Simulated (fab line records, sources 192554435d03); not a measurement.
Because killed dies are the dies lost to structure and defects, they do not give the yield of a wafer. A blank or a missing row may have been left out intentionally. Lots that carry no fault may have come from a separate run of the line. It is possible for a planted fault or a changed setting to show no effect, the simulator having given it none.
Lot-split experiment :: flow n5_finfet :: 21 wafers read from 7 lots, route of 1938 steps

== THE SPLIT ITSELF ==
At N5_MOL_CONTACT_COAG_CONTACT_ETCH_14 (etches SiO2 in C4F6/O2, target depth 27.5 nm, overetch 8.5 nm, time 20 s), the setting source_w was moved away from the recipe's 370 W on 7 of the 21 wafers read, by -12.5% to +17.4%. All remaining wafers had this setting at the recipe value.

Reading taken at the split's own step.

== THE READING ==
rf_vpp_V, in V, at N5_MOL_CONTACT_COAG_CONTACT_ETCH_14 (etches SiO2 in C4F6/O2, target depth 27.5 nm, overetch 8.5 nm, time 20 s). Fault-free wafers of this fab line usually give 693 V, standard deviation 3.6 V.

wafer: L078.2
tool, chamber at the split: rie_diel-02, 2
source_w as run, W: 370
against the recipe: recipe
rf_vpp_V, V: 698
against lot-mates on the recipe: -

wafer: L078.4
tool, chamber at the split: rie_diel-02, 3
source_w as run, W: 370
against the recipe: recipe
rf_vpp_V, V: 692
against lot-mates on the recipe: -

wafer: L078.6
tool, chamber at the split: rie_diel-02, 3
source_w as run, W: 370
against the recipe: recipe
rf_vpp_V, V: 692
against lot-mates on the recipe: -

wafer: L081.2
tool, chamber at the split: rie_diel-04, 3
source_w as run, W: 324.3
against the recipe: -12.4%
rf_vpp_V, V: 724
against lot-mates on the recipe: +32

wafer: L081.3
tool, chamber at the split: rie_diel-04, 2
source_w as run, W: 370
against the recipe: recipe
rf_vpp_V, V: 688
against lot-mates on the recipe: -

wafer: L081.4
tool, chamber at the split: rie_diel-04, 1
source_w as run, W: 370
against the recipe: recipe
rf_vpp_V, V: 696
against lot-mates on the recipe: -

wafer: L083.2
tool, chamber at the split: rie_diel-05, 3
source_w as run, W: 370
against the recipe: recipe
rf_vpp_V, V: 693
against lot-mates on the recipe: -

wafer: L083.4
tool, chamber at the split: rie_diel-05, 2
source_w as run, W: 370
against the recipe: recipe
rf_vpp_V, V: 695
against lot-mates on the recipe: -

wafer: L083.5
tool, chamber at the split: rie_diel-05, 2
source_w as run, W: 434.2
against the recipe: +17.4%
rf_vpp_V, V: 665
against lot-mates on the recipe: -29

wafer: L085.1
tool, chamber at the split: rie_diel-04, 2
source_w as run, W: 329.5
against the recipe: -10.9%
rf_vpp_V, V: 711
against lot-mates on the recipe: +14

wafer: L085.2
tool, chamber at the split: rie_diel-04, 3
source_w as run, W: 370
against the recipe: recipe
rf_vpp_V, V: 697
against lot-mates on the recipe: -

wafer: L085.3
tool, chamber at the split: rie_diel-04, 0
source_w as run, W: 329.5
against the recipe: -10.9%
rf_vpp_V, V: 719
against lot-mates on the recipe: +22

wafer: L089.1
tool, chamber at the split: rie_diel-05, 3
source_w as run, W: 370
against the recipe: recipe
rf_vpp_V, V: 694
against lot-mates on the recipe: -

wafer: L089.3
tool, chamber at the split: rie_diel-05, 2
source_w as run, W: 370
against the recipe: recipe
rf_vpp_V, V: 696
against lot-mates on the recipe: -

wafer: L089.5
tool, chamber at the split: rie_diel-05, 1
source_w as run, W: 323.8
against the recipe: -12.5%
rf_vpp_V, V: 720
against lot-mates on the recipe: +25

wafer: L092.1
tool, chamber at the split: rie_diel-05, 0
source_w as run, W: 370
against the recipe: recipe
rf_vpp_V, V: 692
against lot-mates on the recipe: -

wafer: L092.3
tool, chamber at the split: rie_diel-05, 1
source_w as run, W: 329.6
against the recipe: -10.9%
rf_vpp_V, V: 719
against lot-mates on the recipe: +26

wafer: L092.6
tool, chamber at the split: rie_diel-05, 2
source_w as run, W: 370
against the recipe: recipe
rf_vpp_V, V: 695
against lot-mates on the recipe: -

wafer: L095.3
tool, chamber at the split: rie_diel-04, 2
source_w as run, W: 370
against the recipe: recipe
rf_vpp_V, V: 688
against lot-mates on the recipe: -

wafer: L095.5
tool, chamber at the split: rie_diel-04, 1
source_w as run, W: 329.4
against the recipe: -11.0%
rf_vpp_V, V: 729
against lot-mates on the recipe: +42

wafer: L095.6
tool, chamber at the split: rie_diel-04, 2
source_w as run, W: 370
against the recipe: recipe
rf_vpp_V, V: 687
against lot-mates on the recipe: -

THE FIT
A straight line over all 21 wafers: rf_vpp_V changes by -2.11 V for each +1% of source_w; r = -0.95; the points scatter about the line by 4.7 V.
The same after taking each lot's own level away (the mean of its wafers on the recipe; 21 wafers): -2.09 V for each +1%; r = -0.94; scatter 5.4 V.
Per that fit: largest source_w move, reading shift of 36 V.
Across the lots, their own levels run from 687.5 to 697.0 V, a range of 2.6 times the standard deviation given above.
Consequently the slope shifts little with the lot-to-lot level, the two slopes agreeing.
Check: -40.4 V against its lot-mates is what the line predicts for one of the wafers moved furthest among these (+17.4%) when that wafer is left out of the fit. It came out at -29 V against them.
Tool readings at the split's step, against how far the setting was moved: rf_vpp_V r = -0.95.

== THESE WAFERS: OTHER SPLITS ==
Other splits were also applied to these wafers ahead of the reading. Each is held against what the fit with the lots' levels taken away leaves over:
other split on the same wafers: N5_SD_EPI_N_DESCUM_14 time_s
wafers away from the commonest value: 8
r with rf_vpp_V (lot level and that fit taken away): +0.01

other split on the same wafers: N5_HKMG_FIN_COAT_29 spin_rpm
wafers away from the commonest value: 7
r with rf_vpp_V (lot level and that fit taken away): -0.26

other split on the same wafers: N5_HKMG_FIN_DESCUM_17 time_s
wafers away from the commonest value: 5
r with rf_vpp_V (lot level and that fit taken away): -0.16

other split on the same wafers: N5_GATE_CUT_DESCUM_18 time_s
wafers away from the commonest value: 4
r with rf_vpp_V (lot level and that fit taken away): +0.03

== THE FILE'S OWN FIT ==
rf_vpp_V changes by -2.22 V for each +1% of source_w, r = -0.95.
